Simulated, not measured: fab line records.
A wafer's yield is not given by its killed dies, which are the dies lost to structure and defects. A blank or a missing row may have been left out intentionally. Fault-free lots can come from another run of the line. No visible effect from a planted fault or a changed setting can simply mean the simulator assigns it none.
fab line records -- flow n5_finfet -- part 1 of 2: steps 1 to 19 of 28
record lots=5, wafers=15, last_day=16
route steps=1938 shown BEOL_M10@1475
lots that met no fault: from a run of the same line without faults
start_h: start of the lot's first displayed wafer, in hours after the record's first day -- wait_h: time in hours since the lot's previous step -- " the same as in the row above -- L1.1+2: a row that stands for several wafers -- - no value present, or no start provided -- * or withheld: withheld -- < > ~ a bound
route shown NAME@n: a module of which the file shows steps, and the number in the route of the first -- usual: mean and standard deviation over wafers with no fault -- same: alike in all rows -- chamber/n: place in a boat -- sites: each site's reading -- _std_site: how widely they spread, as a standard deviation -- _edge_site: inner sites' mean taken away from outer sites' mean -- radius_mm: for every site, how far away it sits from the centre of the wafer -- mask NAME#n: copy n -- behind: tool/chamber where the wafer was last shaped -- hold: why the lot was held/for how many hours/how that ended -- device: names the non-switching transistor (n, p or np) -- end of line: the same wafers' tests at the end of the route -- for a step that has no rows: nothing shown but its recipe -- killed: dies that structure and defects cost at the first sort, which is not the same as the wafer's yield -- map: a wafer's dies, x killed, . not, _ none there
set.NAME: the setting the step ran with; set.NAME@STEP: the setting that earlier step ran with -- model.NAME: the simulator's own value behind a step, which no gauge read
certain route steps with their lots: each step a table, each wafer a row
services: a tool's chamber out of use, with start hour (start_h, from the record's first day; less than 0 if before it), hours out, and reason
## steps
# step N5_BEOL_M10_COAT_59
# recipe resist=SOC, temp_c=250, time_s=60, spin_rpm=1500, resist_thk_nm=100
# usual chill_plate_temp_C=22.98/0.095, resist_line_temp_C=23.00/0.1
lot.wafer,tool,chamber,start_h,wait_h,chill_plate_temp_C,resist_line_temp_C
L076.1,litho_track-05,0,229.26,0.1,23.12,22.89
L076.4,litho_track-05,0,229.26,0.1,22.97,23.02
L076.6,litho_track-05,0,229.26,0.1,23.12,22.97
L082.4,litho_track-01,0,269.97,0.1,22.91,23.00
L082.5,litho_track-01,0,269.97,0.1,22.89,22.86
L082.6,litho_track-01,0,269.97,0.1,22.98,22.92
L092.1,litho_track-05,0,320.09,0.1,22.84,23.10
L092.2,litho_track-05,0,320.09,0.1,22.88,23.05
L092.3,litho_track-05,0,320.09,0.1,23.08,22.92
L091.3,litho_track-01,0,330.67,0.1,23.15,22.92
L091.4,litho_track-01,0,330.67,0.1,23.13,23.09
L091.5,litho_track-01,0,330.67,0.1,23.00,22.97
L095.1,litho_track-01,0,344.69,0.1,22.87,23.00
L095.4,litho_track-01,0,344.69,0.1,23.08,22.93
L095.5,litho_track-01,0,344.69,0.1,23.03,23.13
# step N5_BEOL_M10_COAT_60
# recipe resist=SiARC, temp_c=220, time_s=60, spin_rpm=1500, resist_thk_nm=30
# usual chill_plate_temp_C=22.99/0.11, resist_line_temp_C=23.03/0.11
lot.wafer,tool,chamber,start_h,wait_h,chill_plate_temp_C,resist_line_temp_C
L076.1,litho_track-05,0,-,-,22.94,23.30
L076.4,litho_track-05,0,-,-,23.04,23.16
L076.6,litho_track-05,0,-,-,22.94,23.20
L082.4,litho_track-01,0,-,-,23.23,23.01
L082.5,litho_track-01,0,-,-,23.06,22.98
L082.6,litho_track-01,0,-,-,22.97,23.00
L092.1,litho_track-05,0,-,-,22.87,22.95
L092.2,litho_track-05,0,-,-,23.16,22.96
L092.3,litho_track-05,0,-,-,23.02,23.06
L091.3,litho_track-01,0,-,-,22.96,22.90
L091.4,litho_track-01,0,-,-,22.81,23.01
L091.5,litho_track-01,0,-,-,22.92,22.95
L095.1,litho_track-01,0,-,-,22.86,22.96
L095.4,litho_track-01,0,-,-,22.81,23.00
L095.5,litho_track-01,0,-,-,22.76,22.90
# step N5_BEOL_M10_COAT_05
# recipe resist=CAR-ArF, spin_rpm=1500, resist_thk_nm=90
# usual chill_plate_temp_C=23.03/0.1, resist_line_temp_C=22.98/0.1
lot.wafer,tool,chamber,start_h,wait_h,chill_plate_temp_C,resist_line_temp_C
L076.1,litho_track-05,0,-,-,23.20,23.08
L076.4,litho_track-05,0,-,-,23.10,23.14
L076.6,litho_track-05,0,-,-,22.91,23.06
L082.4,litho_track-01,0,-,-,23.05,22.91
L082.5,litho_track-01,0,-,-,22.86,23.13
L082.6,litho_track-01,0,-,-,23.08,22.84
L092.1,litho_track-05,0,-,-,23.02,23.13
L092.2,litho_track-05,0,-,-,23.09,23.04
L092.3,litho_track-05,0,-,-,23.17,23.09
L091.3,litho_track-01,0,-,-,23.00,22.97
L091.4,litho_track-01,0,-,-,23.06,22.99
L091.5,litho_track-01,0,-,-,23.15,23.00
L095.1,litho_track-01,0,-,-,22.74,23.12
L095.4,litho_track-01,0,-,-,22.98,23.13
L095.5,litho_track-01,0,-,-,22.87,22.73
# step N5_BEOL_M10_EBR_07
# recipe solvent=PGMEA, ebr_width_mm=1.5
# usual chill_plate_temp_C=22.98/0.11, resist_line_temp_C=22.98/0.1
lot.wafer,tool,chamber,start_h,wait_h,chill_plate_temp_C,resist_line_temp_C
L076.1,litho_track-05,0,-,-,23.03,23.17
L076.4,litho_track-05,0,-,-,23.03,22.98
L076.6,litho_track-05,0,-,-,23.00,23.13
L082.4,litho_track-01,0,-,-,22.86,23.14
L082.5,litho_track-01,0,-,-,22.98,23.03
L082.6,litho_track-01,0,-,-,23.12,23.01
L092.1,litho_track-05,0,-,-,22.80,22.91
L092.2,litho_track-05,0,-,-,22.94,23.05
L092.3,litho_track-05,0,-,-,22.99,23.12
L091.3,litho_track-01,0,-,-,23.00,22.91
L091.4,litho_track-01,0,-,-,23.05,22.93
L091.5,litho_track-01,0,-,-,23.11,22.88
L095.1,litho_track-01,0,-,-,22.83,23.15
L095.4,litho_track-01,0,-,-,23.04,22.92
L095.5,litho_track-01,0,-,-,22.93,22.99
# step N5_BEOL_M10_SOFTBAKE_06
# recipe temp_c=110, time_s=60, resist=CAR-ArF
# usual chill_plate_temp_C=22.99/0.1, resist_line_temp_C=22.98/0.1
lot.wafer,tool,chamber,start_h,wait_h,chill_plate_temp_C,resist_line_temp_C
L076.1,litho_track-05,0,-,-,22.98,22.90
L076.4,litho_track-05,0,-,-,22.87,23.03
L076.6,litho_track-05,0,-,-,22.97,22.99
L082.4,litho_track-01,0,-,-,23.15,22.99
L082.5,litho_track-01,0,-,-,22.92,22.95
L082.6,litho_track-01,0,-,-,22.87,23.09
L092.1,litho_track-05,0,-,-,23.06,22.91
L092.2,litho_track-05,0,-,-,23.11,23.08
L092.3,litho_track-05,0,-,-,23.08,23.06
L091.3,litho_track-01,0,-,-,22.82,23.11
L091.4,litho_track-01,0,-,-,23.03,22.93
L091.5,litho_track-01,0,-,-,22.88,23.04
L095.1,litho_track-01,0,-,-,22.93,22.97
L095.4,litho_track-01,0,-,-,22.97,23.08
L095.5,litho_track-01,0,-,-,23.04,23.05
# step N5_BEOL_M10_EXPOSE_08
# recipe mask_id=M10, na=1.35, source_shape=dipole, sigma_inner=0.411, sigma_outer=0.611, polarization=te, dose_mj=53.75
lot.wafer,tool,chamber,start_h,wait_h,mask
L076.1+4+6,arfi_scanner-01,0,229.38,-,M10#0
L082.4+5+6,arfi_scanner-01,0,270.10,-,M10#0
L092.1+2+3,arfi_scanner-01,0,320.21,-,M10#0
L091.3+4+5,arfi_scanner-02,0,330.92,-,M10#0
L095.1+4+5,arfi_scanner-03,0,344.94,-,M10#0
# step N5_BEOL_M10_PEB_09
# recipe peb_temp_c=withheld, peb_time_s=60, resist=CAR-ArF
# usual chill_plate_temp_C=22.99/0.1, resist_line_temp_C=23.00/0.1
lot.wafer,tool,chamber,start_h,wait_h,chill_plate_temp_C,resist_line_temp_C
L076.1,litho_track-05,0,229.44,0.1,23.19,22.98
L076.4,litho_track-05,0,229.44,0.1,22.99,23.06
L076.6,litho_track-05,0,229.44,0.1,22.93,22.96
L082.4,litho_track-05,0,270.15,0.0,23.17,22.94
L082.5,litho_track-05,0,270.15,0.0,23.17,22.91
L082.6,litho_track-05,0,270.15,0.0,23.11,22.91
L092.1,litho_track-05,0,320.27,0.1,23.00,22.98
L092.2,litho_track-05,0,320.27,0.1,23.11,22.92
L092.3,litho_track-05,0,320.27,0.1,22.93,22.87
L091.3,litho_track-05,0,330.97,0.0,22.93,22.87
L091.4,litho_track-05,0,330.97,0.0,22.99,23.03
L091.5,litho_track-05,0,330.97,0.0,23.06,22.90
L095.1,litho_track-01,0,345.00,0.1,22.86,22.92
L095.4,litho_track-01,0,345.00,0.1,22.93,23.02
L095.5,litho_track-01,0,345.00,0.1,22.87,22.90
# step N5_BEOL_M10_DEVELOP_10
# recipe develop_time_s=30, developer=TMAH, resist=CAR-ArF, rinse_liquid=diw, dry=air_spin, dev_temp_c=23
# usual chill_plate_temp_C=22.97/0.12, developer_temp_C=22.98/0.1, resist_line_temp_C=23.00/0.12
lot.wafer,tool,chamber,start_h,wait_h,chill_plate_temp_C,developer_temp_C,resist_line_temp_C
L076.1,litho_track-05,0,-,-,22.82,23.05,23.11
L076.4,litho_track-05,0,-,-,22.88,22.97,22.98
L076.6,litho_track-05,0,-,-,22.94,23.06,23.18
L082.4,litho_track-05,0,-,-,23.09,23.08,22.92
L082.5,litho_track-05,0,-,-,23.01,23.10,22.93
L082.6,litho_track-05,0,-,-,23.03,22.97,22.83
L092.1,litho_track-05,0,-,-,22.80,22.98,22.93
L092.2,litho_track-05,0,-,-,22.89,22.88,22.98
L092.3,litho_track-05,0,-,-,22.86,22.90,22.92
L091.3,litho_track-05,0,-,-,22.95,22.91,23.06
L091.4,litho_track-05,0,-,-,22.93,22.97,23.05
L091.5,litho_track-05,0,-,-,23.13,22.94,23.12
L095.1,litho_track-01,0,-,-,22.93,23.01,22.99
L095.4,litho_track-01,0,-,-,22.84,23.05,22.94
L095.5,litho_track-01,0,-,-,22.79,22.90,23.00
# step N5_BEOL_M10_CD_MEAS_11
# recipe target_cd_nm=64.1, landing_energy_ev=500, detector=se_inlens, polarity=opening
# usual cd_nm=63.9/0.59
# same landing_energy_ev=500
lot.wafer,tool,chamber,start_h,wait_h,cd_nm
L076.1,cd_sem-03,0,229.50,-,63.3
L076.4,cd_sem-03,0,229.50,-,63.9
L076.6,cd_sem-03,0,229.50,-,64.2
L082.4,cd_sem-03,0,270.21,-,64.0
L082.5,cd_sem-03,0,270.21,-,64.8
L082.6,cd_sem-03,0,270.21,-,63.0
L092.1,cd_sem-02,0,320.34,-,63.7
L092.2,cd_sem-02,0,320.34,-,63.7
L092.3,cd_sem-02,0,320.34,-,63.7
L091.3,cd_sem-03,0,331.04,-,64.1
L091.4,cd_sem-03,0,331.04,-,63.5
L091.5,cd_sem-03,0,331.04,-,64.9
L095.1,cd_sem-03,0,345.06,-,65.0
L095.4,cd_sem-03,0,345.06,-,63.1
L095.5,cd_sem-03,0,345.06,-,64.3
# step N5_BEOL_M10_OVL_MEAS_12
# recipe points_per_wafer=44
# usual M10_OVL=0.0/0.87
lot.wafer,tool,chamber,start_h,wait_h,M10_OVL[nm]
L076.1,overlay-01,0,229.53,0.0,0.6
L076.4,overlay-01,0,229.53,0.0,-0.2
L076.6,overlay-01,0,229.53,0.0,-0.4
L082.4,overlay-02,0,270.24,0.0,2.3
L082.5,overlay-02,0,270.24,0.0,1.6
L082.6,overlay-02,0,270.24,0.0,0.7
L092.1,overlay-02,0,320.37,0.0,-1.1
L092.2,overlay-02,0,320.37,0.0,-1.1
L092.3,overlay-02,0,320.37,0.0,-0.6
L091.3,overlay-01,0,331.07,0.0,-0.2
L091.4,overlay-01,0,331.07,0.0,1.1
L091.5,overlay-01,0,331.07,0.0,0.8
L095.1,overlay-02,0,345.10,0.0,0.3
L095.4,overlay-02,0,345.10,0.0,-0.1
L095.5,overlay-02,0,345.10,0.0,0.2
# step N5_BEOL_M10_INSPECT_13
# recipe mode=adi, inspect_instrument=brightfield
# usual raw_defect_count=418/96
lot.wafer,tool,chamber,start_h,wait_h,raw_defect_count
L076.1,defect_inspect-02,-,229.56,0.0,458
L076.4,defect_inspect-02,-,229.56,0.0,457
L076.6,defect_inspect-02,-,229.56,0.0,375
L082.4,defect_inspect-02,-,270.27,0.0,420
L082.5,defect_inspect-02,-,270.27,0.0,509
L082.6,defect_inspect-02,-,270.27,0.0,614
L092.1,defect_inspect-02,-,320.39,0.0,337
L092.2,defect_inspect-02,-,320.39,0.0,318
L092.3,defect_inspect-02,-,320.39,0.0,386
L091.3,defect_inspect-02,-,331.09,0.0,623
L091.4,defect_inspect-02,-,331.09,0.0,365
L091.5,defect_inspect-02,-,331.09,0.0,477
L095.1,defect_inspect-01,-,345.13,0.0,346
L095.4,defect_inspect-01,-,345.13,0.0,380
L095.5,defect_inspect-01,-,345.13,0.0,273
# step N5_BEOL_M10_DESCUM_16
# recipe chemistry=O2, time_s=7.9, source_power_w=50, bias_power_w=20, pressure_mtorr=20, rf_frequency_hz=2.712e+07, temp_c=40, resist=CAR-ArF, o2_flow_sccm=225
# usual drypump_motor_current_A=5.5/0.51, oes_product_au=0.83/0.075, rf_vpp_V=242.8/1.4, showerhead_plenum_p_Torr=2.08/0.065, throttle_valve_pct=20.36/0.24
lot.wafer,tool,chamber,start_h,wait_h,drypump_motor_current_A,oes_product_au,rf_hours_counter_h,rf_vpp_V,showerhead_plenum_p_Torr,throttle_valve_pct
L076.1,rie_diel-03,2,229.59,0.0,5.9,0.68,243,241.5,2.07,20.55
L076.4,rie_diel-03,1,229.59,0.0,5.3,0.80,92,241.8,2.05,20.31
L076.6,rie_diel-03,3,229.59,0.0,5.1,0.72,-,244.3,2.15,20.32
L082.4,rie_diel-02,1,270.32,0.0,6.4,0.91,-,242.9,2.04,19.87
L082.5,rie_diel-02,3,270.32,0.0,5.3,0.87,-,246.6,2.22,20.34
L082.6,rie_diel-02,2,270.32,0.0,5.2,0.81,-,239.5,2.03,20.38
L092.1,rie_diel-04,2,320.43,0.0,5.1,0.85,68,241.7,2.05,20.39
L092.2,rie_diel-04,0,320.43,0.0,5.0,0.87,36,242.7,2.02,20.22
L092.3,rie_diel-04,3,320.43,0.0,6.1,0.83,58,241.8,2.04,20.17
L091.3,rie_diel-04,3,331.13,0.0,6.2,0.83,61,241.6,2.04,20.17
L091.4,rie_diel-04,2,331.13,0.0,5.1,0.85,72,242.1,2.04,20.41
L091.5,rie_diel-04,1,331.13,0.0,6.0,0.98,-,244.8,2.14,20.38
L095.1,rie_diel-04,0,345.16,0.0,4.9,0.85,44,240.4,2.02,20.23
L095.4,rie_diel-04,3,345.16,0.0,6.2,0.81,66,241.7,2.04,20.16
L095.5,rie_diel-04,2,345.16,0.0,5.1,0.83,-,241.3,2.04,20.40
# step N5_BEOL_M10_ETCH_61
# recipe chemistry=CF4, target=SiARC, target_depth_a=390, mask_material=CAR-ArF, time_s=65, ion_energy_ev=80, pressure_mtorr=40, source_w=545, bias_w=36, Ar_flow_sccm=100, cf4_flow_sccm=100, ends=cleared
# usual drypump_motor_current_A=5.5/0.51, etch_rf_on_time_s=64.9/1.1, oes_product_au=0.71/0.062, rf_vpp_V=184.0/1.2, showerhead_plenum_p_Torr=2.12/0.07, throttle_valve_pct=15.50/0.25
lot.wafer,tool,chamber,start_h,wait_h,drypump_motor_current_A,etch_rf_on_time_s,oes_product_au,rf_hours_counter_h,rf_vpp_V,showerhead_plenum_p_Torr,throttle_valve_pct
L076.1,rie_diel-03,2,229.63,0.0,5.9,66.3,0.59,243,183.4,2.10,15.71
L076.4,rie_diel-03,1,229.63,0.0,5.3,66.8,0.68,92,183.5,2.08,15.36
L076.6,rie_diel-03,3,229.63,0.0,5.2,67.0,0.62,-,186.2,2.23,15.78
L082.4,rie_diel-02,1,270.36,0.0,6.4,64.2,0.77,-,183.4,2.09,15.06
L082.5,rie_diel-02,3,270.36,0.0,5.3,63.6,0.74,-,184.8,2.25,15.37
L082.6,rie_diel-02,2,270.36,0.0,5.1,64.2,0.69,-,183.3,2.07,15.46
L092.1,rie_diel-04,2,320.46,0.0,5.1,63.8,0.71,69,184.0,2.08,15.40
L092.2,rie_diel-04,0,320.46,0.0,4.9,64.7,0.74,36,185.3,2.09,15.45
L092.3,rie_diel-04,3,320.46,0.0,6.2,67.1,0.71,58,183.5,2.07,15.26
L091.3,rie_diel-04,3,331.16,0.0,6.2,66.4,0.69,61,183.6,2.07,15.28
L091.4,rie_diel-04,2,331.16,0.0,5.1,63.8,0.71,72,183.6,2.08,15.43
L091.5,rie_diel-04,1,331.16,0.0,6.0,63.8,0.82,-,184.8,2.19,15.51
L095.1,rie_diel-04,0,345.20,0.0,5.0,63.9,0.75,44,181.6,2.08,15.48
L095.4,rie_diel-04,3,345.20,0.0,6.2,66.3,0.69,66,182.3,2.07,15.27
L095.5,rie_diel-04,2,345.20,0.0,5.0,63.2,0.71,-,184.2,2.07,15.42
# step N5_BEOL_M10_ETCH_62
# recipe chemistry=N2/H2, target=SOC, target_depth_a=1100, overetch_a=220, mask_material=SiARC, temp_c=40, time_s=165, ion_energy_ev=200, pressure_mtorr=30, source_w=840, bias_w=150, n2_flow_sccm=200, h2_flow_sccm=200
# usual drypump_motor_current_A=5.5/0.51, oes_product_au=0.70/0.058, rf_vpp_V=523.4/2.4, showerhead_plenum_p_Torr=2.53/0.08, throttle_valve_pct=17.75/0.28
lot.wafer,tool,chamber,start_h,wait_h,drypump_motor_current_A,oes_product_au,rf_hours_counter_h,rf_vpp_V,showerhead_plenum_p_Torr,throttle_valve_pct
L076.1,rie_diel-03,2,229.68,0.0,5.8,0.59,243,523.0,2.51,18.00
L076.4,rie_diel-03,1,229.68,0.0,5.3,0.70,92,520.8,2.45,17.47
L076.6,rie_diel-03,3,229.68,0.0,5.2,0.62,-,526.6,2.65,17.94
L082.4,rie_diel-02,1,270.45,0.1,6.4,0.76,-,522.9,2.48,17.22
L082.5,rie_diel-02,3,270.45,0.1,5.3,0.72,-,528.2,2.67,17.53
L082.6,rie_diel-02,2,270.45,0.1,5.1,0.68,-,520.8,2.47,17.84
L092.1,rie_diel-04,2,320.51,0.0,5.1,0.71,69,520.7,2.47,17.69
L092.2,rie_diel-04,0,320.51,0.0,5.0,0.72,36,523.0,2.51,17.98
L092.3,rie_diel-04,3,320.51,0.0,6.1,0.71,58,522.9,2.48,17.47
L091.3,rie_diel-04,3,331.21,0.0,6.2,0.70,61,521.5,2.48,17.48
L091.4,rie_diel-04,2,331.21,0.0,5.1,0.70,72,522.4,2.47,17.67
L091.5,rie_diel-04,1,331.21,0.0,6.0,0.81,-,525.4,2.60,17.76
L095.1,rie_diel-04,0,345.25,0.0,5.0,0.72,44,520.3,2.51,18.00
L095.4,rie_diel-04,3,345.25,0.0,6.2,0.70,66,522.9,2.47,17.48
L095.5,rie_diel-04,2,345.25,0.0,5.1,0.70,-,522.0,2.47,17.72
# step N5_BEOL_M10_STRIP_68
# recipe chemistry=N2/H2, temp_c=40, n2_flow_sccm=200, h2_flow_sccm=200, rf_frequency_hz=6e+07
lot.wafer,tool,chamber,start_h,wait_h
L076.1+4+6,rie_diel-03,"2,1,3",229.81,0.1
L082.4+5+6,rie_diel-02,"1,3,2",270.52,0.0
L092.1+2+3,rie_diel-04,"2,0,3",320.65,0.1
L091.3+4+5,rie_diel-04,"3,2,1",331.35,0.1
L095.1+4+5,rie_diel-04,"0,3,2",345.38,0.1
# step N5_BEOL_M10_STRIP_67
# recipe chemistry=CF4, resist=SiARC, power_w=300, bias_power_w=75, pressure_mtorr=50, cf4_flow_sccm=150, rf_frequency_hz=6e+07
# usual drypump_motor_current_A=5.5/0.51, oes_product_au=0.83/0.068, rf_vpp_V=270.9/1.4, showerhead_plenum_p_Torr=1.78/0.057, throttle_valve_pct=13.46/0.25
lot.wafer,tool,chamber,start_h,wait_h,drypump_motor_current_A,oes_product_au,rf_hours_counter_h,rf_vpp_V,showerhead_plenum_p_Torr,throttle_valve_pct
L076.1,rie_diel-03,2,229.82,0.0,5.9,0.69,243,269.8,1.76,13.71
L076.4,rie_diel-03,1,229.82,0.0,5.3,0.81,92,271.2,1.75,13.35
L076.6,rie_diel-03,3,229.82,0.0,5.1,0.73,-,272.7,1.88,13.76
L082.4,rie_diel-02,1,270.54,0.0,6.4,0.89,-,270.3,1.76,13.05
L082.5,rie_diel-02,3,270.54,0.0,5.3,0.86,-,272.8,1.87,13.30
L082.6,rie_diel-02,2,270.54,0.0,5.2,0.80,-,271.0,1.73,13.45
L092.1,rie_diel-04,2,320.66,0.0,5.0,0.84,69,270.7,1.74,13.37
L092.2,rie_diel-04,0,320.66,0.0,4.9,0.86,36,270.3,1.75,13.41
L092.3,rie_diel-04,3,320.66,0.0,6.1,0.84,58,270.3,1.73,13.25
L091.3,rie_diel-04,3,331.36,0.0,6.2,0.83,61,270.6,1.73,13.25
L091.4,rie_diel-04,2,331.36,0.0,5.1,0.83,72,269.7,1.74,13.38
L091.5,rie_diel-04,1,331.36,0.0,6.0,0.95,-,271.1,1.83,13.43
L095.1,rie_diel-04,0,345.39,0.0,5.0,0.86,44,271.3,1.75,13.45
L095.4,rie_diel-04,3,345.39,0.0,6.2,0.83,66,271.5,1.73,13.24
L095.5,rie_diel-04,2,345.39,0.0,5.1,0.83,-,270.3,1.73,13.38
# step N5_BEOL_M10_HM_OPEN_17
# recipe chemistry=Cl2/BCl3, target_depth_a=200, overetch_a=60, target=TiN, mask_material=SOC, ion_energy_ev=150, pressure_mtorr=10, icp_w=1000, bias_w=126, Cl2_flow_sccm=53.25, bcl3_flow_sccm=21.75, Ar_flow_sccm=25
# usual drypump_motor_current_A=5.8/0.4, oes_product_au=0.65/0.1, throttle_valve_pct=22.37/0.21
lot.wafer,tool,chamber,start_h,wait_h,drypump_motor_current_A,oes_product_au,rf_hours_counter_h,throttle_valve_pct
L076.1,rie_metal-01,0,229.86,0.0,5.6,0.54,115,22.38
L076.4,rie_metal-01,1,229.86,0.0,6.4,0.54,-,22.72
L076.6,rie_metal-01,0,229.86,0.0,5.5,0.54,-,22.41
L082.4,rie_metal-01,0,270.60,0.1,5.5,0.81,-,22.31
L082.5,rie_metal-01,0,270.60,0.1,5.6,0.81,-,22.30
L082.6,rie_metal-01,1,270.60,0.1,6.4,0.54,-,22.72
L092.1,rie_metal-03,1,320.70,0.0,5.1,0.65,61,22.08
L092.2,rie_metal-03,0,320.70,0.0,6.2,0.68,40,22.45
L092.3,rie_metal-03,1,320.70,0.0,5.1,0.64,-,22.09
L091.3,rie_metal-01,1,331.43,0.1,6.4,0.54,-,22.73
L091.4,rie_metal-01,0,331.43,0.1,5.5,0.77,-,22.30
L091.5,rie_metal-01,0,331.43,0.1,5.5,0.77,-,22.32
L095.1,rie_metal-01,0,345.44,0.0,5.6,0.77,10,22.29
L095.4,rie_metal-01,0,345.44,0.0,5.6,0.77,-,22.31
L095.5,rie_metal-01,0,345.44,0.0,5.6,0.77,-,22.29
# step N5_BEOL_M10_STRIP_19
# recipe chemistry=O2, power_w=400, temp_c=40, pressure_mtorr=30, rf_frequency_hz=6e+07, bias_power_w=0, overash_fraction=0.2, o2_flow_sccm=225
# usual drypump_motor_current_A=5.5/0.46, oes_product_au=0.82/0.083, rf_vpp_V=3.7/0.59, showerhead_plenum_p_Torr=2.09/0.063, throttle_valve_pct=16.62/0.23
# same overash_fraction=0.2
lot.wafer,tool,chamber,start_h,wait_h,drypump_motor_current_A,oes_product_au,rf_hours_counter_h,rf_vpp_V,showerhead_plenum_p_Torr,throttle_valve_pct
L076.1,rie_diel-04,3,229.97,0.1,6.1,0.89,20,3.5,2.06,16.35
L076.4,rie_diel-04,0,229.97,0.1,5.0,0.94,8,4.5,2.04,16.40
L076.6,rie_diel-04,3,229.97,0.1,6.2,0.89,-,3.6,2.06,16.34
L082.4,rie_diel-03,2,270.68,0.1,5.9,0.98,1,4.1,2.07,16.42
L082.5,rie_diel-03,1,270.68,0.1,5.3,0.78,-,3.5,2.05,16.56
L082.6,rie_diel-03,0,270.68,0.1,6.1,0.85,-,3.7,2.05,16.95
L092.1,rie_diel-03,0,320.86,0.1,6.1,0.82,77,4.6,2.05,16.98
L092.2,rie_diel-03,2,320.86,0.1,5.8,0.90,19,3.7,2.07,16.45
L092.3,rie_diel-03,3,320.86,0.1,5.1,0.69,203,5.0,2.14,16.72
L091.3,rie_diel-02,3,331.51,0.1,5.3,0.83,83,3.5,2.21,16.55
L091.4,rie_diel-02,2,331.51,0.1,5.1,0.78,117,4.0,2.03,16.68
L091.5,rie_diel-02,3,331.51,0.1,5.3,0.84,-,4.6,2.22,16.57
L095.1,rie_diel-03,1,345.64,0.2,5.3,0.75,135,3.9,2.04,16.61
L095.4,rie_diel-03,3,345.64,0.2,5.2,0.70,212,5.0,2.14,16.72
L095.5,rie_diel-03,1,345.64,0.2,5.3,0.75,-,2.7,2.04,16.61
# step N5_BEOL_M10_CD_MEAS_18
# recipe pitch_nm=140, target_cd_nm=70
# usual cd_nm=69.8/0.65
lot.wafer,tool,chamber,start_h,wait_h,cd_nm
L076.1,cd_sem-02,-,230.04,0.0,69.3
L076.4,cd_sem-02,-,230.04,0.0,70.1
L076.6,cd_sem-02,-,230.04,0.0,70.3
L082.4,cd_sem-03,-,270.76,0.1,70.2
L082.5,cd_sem-03,-,270.76,0.1,70.4
L082.6,cd_sem-03,-,270.76,0.1,69.5
L092.1,cd_sem-03,-,320.93,0.0,69.8
L092.2,cd_sem-03,-,320.93,0.0,69.6
L092.3,cd_sem-03,-,320.93,0.0,69.8
L091.3,cd_sem-03,-,331.58,0.1,69.8
L091.4,cd_sem-03,-,331.58,0.1,69.2
L091.5,cd_sem-03,-,331.58,0.1,69.4
L095.1,cd_sem-01,-,345.71,0.0,70.2
L095.4,cd_sem-01,-,345.71,0.0,68.1
L095.5,cd_sem-01,-,345.71,0.0,69.6
